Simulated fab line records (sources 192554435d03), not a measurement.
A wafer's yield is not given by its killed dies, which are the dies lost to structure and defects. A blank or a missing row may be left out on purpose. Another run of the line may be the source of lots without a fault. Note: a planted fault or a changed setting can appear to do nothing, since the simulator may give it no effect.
Chamber matching | flow n5_finfet | pecvd-03 running N5_BEOL_M3_ILD_DEP_00: 3 sister chambers
The step deposits SiOC from DEMS/O2, target thk 79 nm, time 15.3 s. 3 wafers are shown with their chamber, then 12 later ones without.

## EACH WAFER AND ITS CHAMBER
wafer  | chamber | throttle_valve_pct (%)
L089.2 | 0       | 12.7
L090.1 | 2       | 11.9
L090.5 | 1       | 12.3

## WAFERS WITHOUT THEIR CHAMBER
wafer  | throttle_valve_pct (%)
L091.2 | 11.5
L091.5 | 12.1
L091.6 | 11.7
L093.2 | 13.1
L093.3 | 12.1
L093.4 | 11.6
L095.2 | 13.1
L095.5 | 11.8
L095.6 | 12.2
L096.4 | 11.8
L096.5 | 13.0
L096.6 | 12.1

## CHAMBER TAKEN BY EACH
wafer  | from the rows above          | in truth
L091.2 | can't be placed: 2 or 1      | 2
L091.5 | can't be placed: 2 or 1 or 0 | 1
L091.6 | can't be placed: 2 or 1      | 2
L093.2 | can't be placed: 0 or 1      | 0
L093.3 | can't be placed: 2 or 1 or 0 | 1
L093.4 | can't be placed: 2 or 1      | 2
L095.2 | can't be placed: 0 or 1      | 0
L095.5 | can't be placed: 2 or 1      | 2
L095.6 | can't be placed: 1 or 2 or 0 | 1
L096.4 | can't be placed: 2 or 1      | 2
L096.5 | can't be placed: 0 or 1      | 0
L096.6 | can't be placed: 2 or 1 or 0 | 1
0 of 12 placed correctly. Unplaceable from these rows: 12, with the true chamber sitting among the candidates in 12. 0 placed wrongly.
How it was worked out, from the rows above alone: a wafer's distance from a chamber is the root of the sum, over the readings, of the square of ((its reading less the chamber's mean) divided by the reading's scatter). If the next closest chamber is less than 2 further off than the closest, the wafer can't be placed; otherwise it belongs to the closest. The mean given for a chamber averages the wafers shown for that chamber. The scatter: with one shown wafer a chamber, the root of the mean of the squares of how far each hidden wafer lies from its nearest shown one.
